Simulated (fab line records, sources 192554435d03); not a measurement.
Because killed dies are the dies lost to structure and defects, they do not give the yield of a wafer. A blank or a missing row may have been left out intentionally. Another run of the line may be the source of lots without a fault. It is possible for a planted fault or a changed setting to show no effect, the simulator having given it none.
Split-lot trial -- flow n5_finfet -- on a route of 1938 steps: 7 lots, 21 wafers read

== ON THE SPLIT ==
At N5_BEOL_M6_PECVD_70 (deposits SiO2 from TEOS/O2, target thk 20 nm, time 22.7 s), the setting time_s was moved away from the recipe's 22.7 s on 4 of the 21 wafers read, by -11.3% to -4.8%. This setting was run at the recipe's value on the other wafers.

== FROM THE SPLIT TO THE READING: what the file shows between them, 4 steps ==
- N5_BEOL_M6_TRENCH_ETCH_37: etches SiCOH lowk in C4F6/O2, target depth 94.435 nm, time 31.5 s (also split here: time_s)
- N5_BEOL_M6_ETCH_41: etches SiCN in CH3F/O2, target depth 29.7 nm, time 52 s
- N5_BEOL_M6_STRIP_80: strips in N2/H2, time 10 s
- N5_BEOL_M6_OCD_MEAS_38

== THE READING ==
SiO2_of_BEOL_M6_PECVD_70.thk_nm (the simulator's own value, which no gauge read), in nm, at N5_BEOL_M6_HM_STRIP_39 (strips TiN in peroxide tin strip, target depth 25 nm, time 158 s). The file gives no usual value for it. Average 19.9 nm, standard deviation 0.28 nm, over the 17 wafers here run with the recipe.

wafer,"tool, chamber at the split","time_s as run, s",against the recipe,"SiO2_of_BEOL_M6_PECVD_70.thk_nm, nm",against lot-mates on the recipe
L075.3,"pecvd-03, 1",22.7,recipe,19.4,-
L075.4,"pecvd-03, 0",21.6,-4.8%,19,-0.6
L075.5,"pecvd-03, 1",22.7,recipe,19.8,-
L078.1,"pecvd-04, 1",22.7,recipe,19.4,-
L078.2,"pecvd-04, 2",22.7,recipe,19.8,-
L078.6,"pecvd-04, 2",22.7,recipe,20,-
L079.4,"pecvd-04, 2,0,1",22.7,recipe,20.2,-
L079.5,"pecvd-04, 2,0,1",22.7,recipe,20.2,-
L079.6,"pecvd-04, 2,0,1",22.7,recipe,20,-
L090.3,"pecvd-02, 0",20.13,-11.3%,17.6,-2.5
L090.5,"pecvd-02, 1",22.7,recipe,20,-
L090.6,"pecvd-02, 2",22.7,recipe,20.2,-
L092.1,"pecvd-04, 1",21.06,-7.2%,18.6,-1.6
L092.3,"pecvd-04, 2",21.06,-7.2%,18.4,-1.8
L092.5,"pecvd-04, 1",22.7,recipe,20.2,-
L091.2,"pecvd-02, 2,1",22.7,recipe,20,-
L091.4,"pecvd-02, 2,1",22.7,recipe,20,-
L091.6,"pecvd-02, 2",22.7,recipe,20.2,-
L094.2,"pecvd-04, 2,1",22.7,recipe,19.6,-
L094.3,"pecvd-04, 2,1",22.7,recipe,19.4,-
L094.5,"pecvd-04, 2",22.7,recipe,20,-
When a row names more than one chamber, that row covers several wafers, and the file does not tell which wafer ran in which chamber.

FIT RESULTS
A straight line over all 21 wafers: SiO2_of_BEOL_M6_PECVD_70.thk_nm changes by +0.199 nm for each +1% of time_s; r = +0.93; the points scatter about the line by 0.27 nm.
The same after taking each lot's own level away (the mean of its wafers on the recipe; 21 wafers): +0.219 nm for each +1%; r = +0.96; scatter 0.2 nm.
On that fit, the largest move of time_s shifts the reading by 2.5 nm.
The lots' own levels span 19.60 to 20.20 nm, that is 2.1 times the standard deviation above.
Consequently the slope shifts little with the lot-to-lot level, the two slopes agreeing.
Check: -2.44 nm against its lot-mates is what the line predicts for one of the wafers moved furthest among these (-11.3%) when that wafer is left out of the fit. Against them it came out at -2.5 nm.

== OTHER SPLITS ON THESE WAFERS ==
Other splits were also applied to these wafers ahead of the reading. Each is held against what the fit with the lots' levels taken away leaves over:
other split on the same wafers,wafers away from the commonest value,r with SiO2_of_BEOL_M6_PECVD_70.thk_nm (lot level and that fit taken away)
N5_BEOL_M4_ETCH_64 bias_w,9,+0.09
N5_BEOL_M4_COAT_22 spin_rpm,7,-0.26
N5_BEOL_M6_ILD_DEP_00 time_s,4,+0.17
N5_BEOL_M6_TRENCH_ETCH_37 time_s,7,-0.17

== THE WHOLE CHAIN: every reading that the file lists as answering this split, in the file's order ==
step,what it does,reading,change (the file's fit),r (the file's)
N5_BEOL_M6_PECVD_70,"deposits SiO2 from TEOS/O2, target thk 20 nm, time 22.7 s","SiO2_of_BEOL_M6_PECVD_70.thk_nm (the simulator's own value, which no gauge read)",+0.219 nm for each +1% of the setting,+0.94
N5_BEOL_M6_HM_STRIP_39,"strips TiN in peroxide tin strip, target depth 25 nm, time 158 s","SiO2_of_BEOL_M6_PECVD_70.thk_nm (the simulator's own value, which no gauge read)",+0.213 nm for each +1% of the setting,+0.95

== THE FILE'S OWN FIT ==
SiO2_of_BEOL_M6_PECVD_70.thk_nm changes by +0.213 nm for each +1% of time_s, r = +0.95.
